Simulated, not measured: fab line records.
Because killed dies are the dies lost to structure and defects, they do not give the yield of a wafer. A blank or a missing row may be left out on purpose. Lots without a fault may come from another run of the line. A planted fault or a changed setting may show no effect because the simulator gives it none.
Matching of chambers ; flow nand harc ; NHARC_A_SGD_CUT_DEP_00 on pecvd-03 has 3 sister chambers
The step deposits SiNx, target thk 50 nm. 22 wafers are shown with their chamber, then 11 later ones without.

== WAFERS PAIRED WITH THEIR CHAMBERS ==
wafer;chamber;heater power w (W)
L074.1;1;779
L074.3;0;668
L074.5;2;520
L076.4;2;525
L076.5;1;820
L076.6;0;590
L077.2;0;589
L077.3;1;801
L077.6;2;591
L081.1;0;659
L081.4;2;562
L081.6;2;565
L086.2;2;515
L086.4;1;791
L086.6;2;528
L089.1;0;630
L089.2;1;862
L089.4;2;532
L088.1;2;591
L088.4;1;808
L088.6;2;584
L092.2;0;599

SIGNATURES, as means of the wafers listed above
reading;chamber 0;chamber 1;chamber 2;scatter within a chamber
heater power w;622.50;810.17;551.30;31.5
Rule: for each reading, subtract the chamber's mean from the wafer's reading, divide by that reading's scatter and square the result; add these up over the readings and take the root, which gives the wafer's distance from the chamber. If the next closest chamber is less than 2 further off than the closest, the wafer can't be placed; otherwise it belongs to the closest. The scatter: the root of (the sum of the squares of (reading less its chamber's mean) over the shown wafers, divided by (wafers less chambers)).

== WAFERS WHOSE CHAMBER IS MISSING ==
wafer;heater power w (W)
L092.3;648
L092.5;594
L091.4;609
L091.5;775
L091.6;556
L093.1;631
L093.4;595
L093.6;623
L095.1;862
L095.3;643
L095.6;638

== WHICH CHAMBER EACH WENT THROUGH ==
wafer;from the rows above;in truth
L092.3;0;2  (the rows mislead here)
L092.5;can't be placed: 0 or 2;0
L091.4;can't be placed: 0 or 2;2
L091.5;1;1
L091.6;can't be placed: 2 or 0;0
L093.1;0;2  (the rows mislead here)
L093.4;can't be placed: 0 or 2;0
L093.6;0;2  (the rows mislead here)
L095.1;1;1
L095.3;0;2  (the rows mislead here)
L095.6;0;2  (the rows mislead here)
Correctly placed: 2 of 11. Unplaceable from these rows: 4, with the true chamber sitting among the candidates in 4. 5 placed wrongly.
